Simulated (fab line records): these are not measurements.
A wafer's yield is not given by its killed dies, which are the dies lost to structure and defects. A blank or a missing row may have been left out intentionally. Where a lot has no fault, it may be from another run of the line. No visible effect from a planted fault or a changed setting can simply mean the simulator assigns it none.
Matching of chambers    flow n5 finfet    N5_HKMG_FIN_ALD_36 on ald metal-02: 4 sister chambers
The step deposits TiN, target thk 1 nm, pulse time 1 s, purge time 3 s. 8 wafers are shown with their chamber, then 7 later ones without.

== WAFERS, EACH WITH ITS CHAMBER ==
wafer   chamber  heater power w (W)  precursor pulse height rel
L077.1  3        803                 0.991
L077.3  1        895                 1.025
L078.4  0        952                 0.998
L082.4  0        961                 1.029
L082.5  3        779                 0.998
L082.6  2        827                 1.036
L088.1  1        911                 0.996
L088.2  2        823                 0.978

== WAFERS WHOSE CHAMBER IS MISSING ==
wafer   heater power w (W)  precursor pulse height rel
L088.4  885                 0.996
L090.1  955                 1.008
L090.3  812                 1.001
L090.6  944                 1.018
L097.1  900                 1.011
L097.2  831                 0.978
L097.5  776                 1.014

== WHICH CHAMBER EACH WENT THROUGH ==
wafer   from the rows above      in truth
L088.4  1                        1
L090.1  0                        0
L090.3  can't be placed: 2 or 3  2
L090.6  0                        0
L097.1  1                        1
L097.2  2                        2
L097.5  3                        3
Correct placement for 6 of the 7. From these rows, 1 cannot be placed; in 1 the true chamber is one of the candidates. 0 placed wrongly.
How it was worked out, from the rows above alone: a wafer's distance from a chamber is the root of the sum, over the readings, of the square of ((its reading less the chamber's mean) divided by the reading's scatter). If the next closest chamber is less than 2 further off than the closest, the wafer can't be placed; otherwise it belongs to the closest. Each chamber's mean is taken over the wafers shown for it. The scatter: take each reading less its chamber's mean, square it, sum over the shown wafers, divide by the number of wafers less the number of chambers, and take the root.
